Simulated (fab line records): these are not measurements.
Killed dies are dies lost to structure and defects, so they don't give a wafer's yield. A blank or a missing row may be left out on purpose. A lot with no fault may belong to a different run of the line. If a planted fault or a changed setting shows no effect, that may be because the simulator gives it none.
Chamber matching :: flow n5-finfet :: N5_BEOL_M4_ETCH_70 on rie-diel-04 has 4 sister chambers
The step etches SOC in N2/H2, target depth 80 nm, overetch 24 nm, time 130 s. 20 wafers are shown with their chamber, then 10 later ones without.

## EACH WAFER AND ITS CHAMBER
wafer: L074.2
chamber: 2
showerhead-plenum-p-Torr (Torr): 2.58
drypump-motor-current-A (A): 5.6
throttle-valve-pct (%): 17.82

wafer: L074.3
chamber: 1
showerhead-plenum-p-Torr (Torr): 2.43
drypump-motor-current-A (A): 6.1
throttle-valve-pct (%): 18.05

wafer: L074.5
chamber: 1
showerhead-plenum-p-Torr (Torr): 2.43
drypump-motor-current-A (A): 6.1
throttle-valve-pct (%): 18.04

wafer: L075.3
chamber: 2
showerhead-plenum-p-Torr (Torr): 2.58
drypump-motor-current-A (A): 5.6
throttle-valve-pct (%): 17.85

wafer: L075.5
chamber: 0
showerhead-plenum-p-Torr (Torr): 2.56
drypump-motor-current-A (A): 5.9
throttle-valve-pct (%): 17.58

wafer: L075.6
chamber: 3
showerhead-plenum-p-Torr (Torr): 2.42
drypump-motor-current-A (A): 5.5
throttle-valve-pct (%): 17.71

wafer: L082.2
chamber: 0
showerhead-plenum-p-Torr (Torr): 2.56
drypump-motor-current-A (A): 5.8
throttle-valve-pct (%): 17.61

wafer: L082.4
chamber: 2
showerhead-plenum-p-Torr (Torr): 2.57
drypump-motor-current-A (A): 5.6
throttle-valve-pct (%): 17.87

wafer: L082.5
chamber: 3
showerhead-plenum-p-Torr (Torr): 2.42
drypump-motor-current-A (A): 5.5
throttle-valve-pct (%): 17.75

wafer: L081.2
chamber: 2
showerhead-plenum-p-Torr (Torr): 2.57
drypump-motor-current-A (A): 5.6
throttle-valve-pct (%): 17.88

wafer: L081.3
chamber: 3
showerhead-plenum-p-Torr (Torr): 2.42
drypump-motor-current-A (A): 5.5
throttle-valve-pct (%): 17.75

wafer: L081.4
chamber: 1
showerhead-plenum-p-Torr (Torr): 2.42
drypump-motor-current-A (A): 6.1
throttle-valve-pct (%): 18.08

wafer: L080.1
chamber: 1
showerhead-plenum-p-Torr (Torr): 2.42
drypump-motor-current-A (A): 6.1
throttle-valve-pct (%): 18.08

wafer: L080.3
chamber: 3
showerhead-plenum-p-Torr (Torr): 2.42
drypump-motor-current-A (A): 5.5
throttle-valve-pct (%): 17.77

wafer: L080.6
chamber: 3
showerhead-plenum-p-Torr (Torr): 2.42
drypump-motor-current-A (A): 5.5
throttle-valve-pct (%): 17.75

wafer: L091.1
chamber: 1
showerhead-plenum-p-Torr (Torr): 2.42
drypump-motor-current-A (A): 6.2
throttle-valve-pct (%): 18.12

wafer: L091.4
chamber: 0
showerhead-plenum-p-Torr (Torr): 2.55
drypump-motor-current-A (A): 5.8
throttle-valve-pct (%): 17.61

wafer: L091.5
chamber: 2
showerhead-plenum-p-Torr (Torr): 2.57
drypump-motor-current-A (A): 5.6
throttle-valve-pct (%): 17.92

wafer: L093.3
chamber: 1
showerhead-plenum-p-Torr (Torr): 2.41
drypump-motor-current-A (A): 6.1
throttle-valve-pct (%): 18.13

wafer: L093.4
chamber: 3
showerhead-plenum-p-Torr (Torr): 2.41
drypump-motor-current-A (A): 5.5
throttle-valve-pct (%): 17.80

SIGNATURES (averages over the wafers above)
reading: showerhead-plenum-p-Torr
chamber 0: 2.5567
chamber 1: 2.4217
chamber 2: 2.5740
chamber 3: 2.4183
scatter within a chamber: 0.00588

reading: drypump-motor-current-A
chamber 0: 5.833
chamber 1: 6.117
chamber 2: 5.600
chamber 3: 5.500
scatter within a chamber: 0.0306

reading: throttle-valve-pct
chamber 0: 17.6000
chamber 1: 18.0833
chamber 2: 17.8680
chamber 3: 17.7550
scatter within a chamber: 0.0326
Rule: a wafer's distance from a chamber is the root of the sum, over the readings, of the square of ((its reading less the chamber's mean) divided by the reading's scatter). If the next closest chamber is less than 2 further off than the closest, the wafer can't be placed; otherwise it belongs to the closest. The scatter: the root of (the sum of the squares of (reading less its chamber's mean) over the shown wafers, divided by (wafers less chambers)).

## WAFERS MISSING THEIR CHAMBER
wafer: L093.6
showerhead-plenum-p-Torr (Torr): 2.41
drypump-motor-current-A (A): 5.5
throttle-valve-pct (%): 17.81

wafer: L092.1
showerhead-plenum-p-Torr (Torr): 2.56
drypump-motor-current-A (A): 5.6
throttle-valve-pct (%): 17.92

wafer: L092.3
showerhead-plenum-p-Torr (Torr): 2.55
drypump-motor-current-A (A): 5.8
throttle-valve-pct (%): 17.64

wafer: L092.5
showerhead-plenum-p-Torr (Torr): 2.41
drypump-motor-current-A (A): 5.5
throttle-valve-pct (%): 17.78

wafer: L096.2
showerhead-plenum-p-Torr (Torr): 2.56
drypump-motor-current-A (A): 5.6
throttle-valve-pct (%): 17.93

wafer: L096.3
showerhead-plenum-p-Torr (Torr): 2.41
drypump-motor-current-A (A): 5.5
throttle-valve-pct (%): 17.78

wafer: L096.4
showerhead-plenum-p-Torr (Torr): 2.41
drypump-motor-current-A (A): 6.1
throttle-valve-pct (%): 18.15

wafer: L097.1
showerhead-plenum-p-Torr (Torr): 2.56
drypump-motor-current-A (A): 5.6
throttle-valve-pct (%): 17.95

wafer: L097.4
showerhead-plenum-p-Torr (Torr): 2.56
drypump-motor-current-A (A): 5.6
throttle-valve-pct (%): 17.96

wafer: L097.6
showerhead-plenum-p-Torr (Torr): 2.41
drypump-motor-current-A (A): 6.2
throttle-valve-pct (%): 18.14

## EACH ONE'S CHAMBER
wafer: L093.6
from the rows above: 3
in truth: 3

wafer: L092.1
from the rows above: 2
in truth: 2

wafer: L092.3
from the rows above: 0
in truth: 0

wafer: L092.5
from the rows above: 3
in truth: 3

wafer: L096.2
from the rows above: 2
in truth: 2

wafer: L096.3
from the rows above: 3
in truth: 3

wafer: L096.4
from the rows above: 1
in truth: 1

wafer: L097.1
from the rows above: 2
in truth: 2

wafer: L097.4
from the rows above: 2
in truth: 2

wafer: L097.6
from the rows above: 1
in truth: 1
10 of 10 placed correctly. From these rows, 0 cannot be placed. 0 placed wrongly.
